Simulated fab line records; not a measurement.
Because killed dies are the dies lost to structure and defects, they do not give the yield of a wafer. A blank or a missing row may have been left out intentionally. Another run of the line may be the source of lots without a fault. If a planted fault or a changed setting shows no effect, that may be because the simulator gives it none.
Which tool did it?	flow nandHarc	6 lots, 18 wafers sampled, at 5 steps of a route of 1159

== WHAT THE GAUGES READ, wafer by wafer ==
NHARC_END_SORT_01.
lot	measured	on	killedAtArray
L100	day 25 02:05	prober-02	109 103 68

== EACH LOT AND THE TOOL THAT RAN IT (in order: tool; ch and the chambers of the sampled wafers; start) ==
lot	NHARC_A_STAIRCASE_STRIP_446	NHARC_A_M1_STRIP_18	NHARC_A_M1_DEGAS_29	NHARC_A_M1_CMP_23
L978	plasmaAsher-01 ch 0,1, day 13 23:40	rieDiel-04 ch 1,2, day 17 23:25	pvdSputter-03, day 18 00:02	cmp-04 ch 2,3, day 18 01:11
L981	plasmaAsher-01 ch 0,1, day 14 09:49	rieDiel-04 ch 0,1,3, day 18 01:04	pvdSputter-01, day 18 01:41	cmp-02 ch 2,3, day 18 02:46
L982	plasmaAsher-02 ch 0,1, day 15 18:33	rieDiel-06 ch 2,3, day 20 01:19	pvdSputter-01, day 20 01:57	cmp-02 ch 1,2,3, day 20 03:04
L983	plasmaAsher-02 ch 1, day 15 20:52	rieDiel-12 ch 1,2, day 19 17:47	pvdSputter-01, day 19 18:26	cmp-02 ch 0,2, day 19 19:31
L990	plasmaAsher-02 ch 0,1, day 16 17:34	rieDiel-12 ch 2,3, day 20 10:25	pvdSputter-01, day 20 11:02	cmp-01 ch 0,2,3, day 20 12:08
L100	plasmaAsher-02 ch 0,1, day 19 11:10	rieDiel-04 ch 0,1,2, day 23 14:24	pvdSputter-03, day 23 15:01	cmp-02 ch 0,1,2, day 23 16:08
- NHARC_A_STAIRCASE_STRIP_446: strips in O2.
- NHARC_A_M1_STRIP_18: strips in N2/H2.
- NHARC_A_M1_DEGAS_29: time 60 s.
- NHARC_A_M1_CMP_23: polishes, t overpolish 20 s, target thk 154.34 nm.

== THE ANSWER, worked out from the rows above alone ==
Rule: the lots themselves supply what counts as usual. The widest of any qualifying gaps counts: lots, ordered by their means at a reading, are off when they make up no more than a third of the lots, leave a main group of 4 or more, and stand apart from it by 3 or more times the standard deviation of that group's means. A main group is skipped when, at the precision printed for the reading in the tables above, its means are all equal. A lot without any number at a reading at which 4 lots or more have one is off too. All remaining lots with rows at the step are treated as sound.
No lot is off on any of the readings shown, so nothing can be concluded from this.

== WHAT THE SIMULATOR HAD PUT IN ==
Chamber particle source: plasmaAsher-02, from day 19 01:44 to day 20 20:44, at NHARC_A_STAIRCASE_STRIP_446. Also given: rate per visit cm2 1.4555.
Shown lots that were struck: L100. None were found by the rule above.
